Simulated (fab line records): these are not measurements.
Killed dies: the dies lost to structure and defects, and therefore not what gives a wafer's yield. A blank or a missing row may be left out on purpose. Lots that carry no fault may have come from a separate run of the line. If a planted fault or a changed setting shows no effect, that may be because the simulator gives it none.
Chamber matching || flow nand harc || NHARC_P_BONDPAD_ACTIVATE_29 on rie diel-09 has 4 sister chambers
The step chemistry N2, time 60 s. 20 wafers are shown with their chamber, then 10 later ones without.

## WAFERS WITH THEIR CHAMBER
{"wafer": "L076.3", "chamber": 1, "showerhead plenum p Torr (Torr)": 1.74, "drypump motor current A (A)": 5.5, "oes product au (a.u.)": 0.983}
{"wafer": "L076.5", "chamber": 2, "showerhead plenum p Torr (Torr)": 1.74, "drypump motor current A (A)": 6.6, "oes product au (a.u.)": 1.016}
{"wafer": "L076.6", "chamber": 3, "showerhead plenum p Torr (Torr)": 1.86, "drypump motor current A (A)": 4.9, "oes product au (a.u.)": 0.999}
{"wafer": "L077.2", "chamber": 3, "showerhead plenum p Torr (Torr)": 1.86, "drypump motor current A (A)": 4.9, "oes product au (a.u.)": 0.983}
{"wafer": "L077.3", "chamber": 0, "showerhead plenum p Torr (Torr)": 1.72, "drypump motor current A (A)": 5.4, "oes product au (a.u.)": 0.992}
{"wafer": "L077.5", "chamber": 2, "showerhead plenum p Torr (Torr)": 1.74, "drypump motor current A (A)": 6.6, "oes product au (a.u.)": 1.007}
{"wafer": "L079.1", "chamber": 1, "showerhead plenum p Torr (Torr)": 1.74, "drypump motor current A (A)": 5.6, "oes product au (a.u.)": 0.982}
{"wafer": "L079.2", "chamber": 2, "showerhead plenum p Torr (Torr)": 1.74, "drypump motor current A (A)": 6.6, "oes product au (a.u.)": 1.002}
{"wafer": "L079.4", "chamber": 3, "showerhead plenum p Torr (Torr)": 1.86, "drypump motor current A (A)": 4.9, "oes product au (a.u.)": 0.990}
{"wafer": "L081.1", "chamber": 3, "showerhead plenum p Torr (Torr)": 1.86, "drypump motor current A (A)": 4.9, "oes product au (a.u.)": 0.978}
{"wafer": "L081.2", "chamber": 1, "showerhead plenum p Torr (Torr)": 1.74, "drypump motor current A (A)": 5.6, "oes product au (a.u.)": 0.971}
{"wafer": "L081.3", "chamber": 0, "showerhead plenum p Torr (Torr)": 1.72, "drypump motor current A (A)": 5.4, "oes product au (a.u.)": 1.006}
{"wafer": "L082.1", "chamber": 3, "showerhead plenum p Torr (Torr)": 1.86, "drypump motor current A (A)": 4.9, "oes product au (a.u.)": 0.993}
{"wafer": "L082.3", "chamber": 0, "showerhead plenum p Torr (Torr)": 1.72, "drypump motor current A (A)": 5.4, "oes product au (a.u.)": 0.987}
{"wafer": "L082.5", "chamber": 3, "showerhead plenum p Torr (Torr)": 1.86, "drypump motor current A (A)": 4.9, "oes product au (a.u.)": 0.994}
{"wafer": "L085.3", "chamber": 3, "showerhead plenum p Torr (Torr)": 1.86, "drypump motor current A (A)": 4.9, "oes product au (a.u.)": 0.995}
{"wafer": "L085.4", "chamber": 2, "showerhead plenum p Torr (Torr)": 1.73, "drypump motor current A (A)": 6.5, "oes product au (a.u.)": 1.000}
{"wafer": "L085.5", "chamber": 1, "showerhead plenum p Torr (Torr)": 1.74, "drypump motor current A (A)": 5.6, "oes product au (a.u.)": 0.963}
{"wafer": "L089.2", "chamber": 3, "showerhead plenum p Torr (Torr)": 1.86, "drypump motor current A (A)": 4.9, "oes product au (a.u.)": 0.993}
{"wafer": "L089.3", "chamber": 2, "showerhead plenum p Torr (Torr)": 1.73, "drypump motor current A (A)": 6.5, "oes product au (a.u.)": 1.005}

SIGNATURES, as means of the wafers listed above
{"reading": "showerhead plenum p Torr", "chamber 0": 1.7200, "chamber 1": 1.7400, "chamber 2": 1.7360, "chamber 3": 1.8600, "scatter within a chamber": 0.00274}
{"reading": "drypump motor current A", "chamber 0": 5.400, "chamber 1": 5.575, "chamber 2": 6.560, "chamber 3": 4.900, "scatter within a chamber": 0.0349}
{"reading": "oes product au", "chamber 0": 0.99500, "chamber 1": 0.97475, "chamber 2": 1.00600, "chamber 3": 0.99062, "scatter within a chamber": 0.00771}
Rule: a wafer's distance from a chamber is the root of the sum, over the readings, of the square of ((its reading less the chamber's mean) divided by the reading's scatter). If the next closest chamber is less than 2 further off than the closest, the wafer can't be placed; otherwise it belongs to the closest. The scatter: take each reading less its chamber's mean, square it, sum over the shown wafers, divide by the number of wafers less the number of chambers, and take the root.

## WAFERS WITHOUT THEIR CHAMBER
{"wafer": "L089.6", "showerhead plenum p Torr (Torr)": 1.73, "drypump motor current A (A)": 6.6, "oes product au (a.u.)": 1.010}
{"wafer": "L092.1", "showerhead plenum p Torr (Torr)": 1.74, "drypump motor current A (A)": 5.6, "oes product au (a.u.)": 0.962}
{"wafer": "L092.2", "showerhead plenum p Torr (Torr)": 1.72, "drypump motor current A (A)": 5.4, "oes product au (a.u.)": 0.991}
{"wafer": "L092.5", "showerhead plenum p Torr (Torr)": 1.72, "drypump motor current A (A)": 5.4, "oes product au (a.u.)": 0.990}
{"wafer": "L094.1", "showerhead plenum p Torr (Torr)": 1.72, "drypump motor current A (A)": 5.4, "oes product au (a.u.)": 0.970}
{"wafer": "L094.3", "showerhead plenum p Torr (Torr)": 1.73, "drypump motor current A (A)": 6.6, "oes product au (a.u.)": 1.019}
{"wafer": "L094.5", "showerhead plenum p Torr (Torr)": 1.72, "drypump motor current A (A)": 5.4, "oes product au (a.u.)": 0.970}
{"wafer": "L095.1", "showerhead plenum p Torr (Torr)": 1.73, "drypump motor current A (A)": 6.6, "oes product au (a.u.)": 1.028}
{"wafer": "L095.2", "showerhead plenum p Torr (Torr)": 1.86, "drypump motor current A (A)": 4.9, "oes product au (a.u.)": 0.996}
{"wafer": "L095.3", "showerhead plenum p Torr (Torr)": 1.74, "drypump motor current A (A)": 5.5, "oes product au (a.u.)": 1.017}

## EACH ONE'S CHAMBER
{"wafer": "L089.6", "from the rows above": 2, "in truth": 2}
{"wafer": "L092.1", "from the rows above": 1, "in truth": 1}
{"wafer": "L092.2", "from the rows above": 0, "in truth": 0}
{"wafer": "L092.5", "from the rows above": 0, "in truth": 0}
{"wafer": "L094.1", "from the rows above": 0, "in truth": 0}
{"wafer": "L094.3", "from the rows above": 2, "in truth": 2}
{"wafer": "L094.5", "from the rows above": 0, "in truth": 0}
{"wafer": "L095.1", "from the rows above": 2, "in truth": 2}
{"wafer": "L095.2", "from the rows above": 3, "in truth": 3}
{"wafer": "L095.3", "from the rows above": 1, "in truth": 1}
Correctly placed: 10 of 10. Can't be placed from these rows: 0. Number placed wrongly: 0.
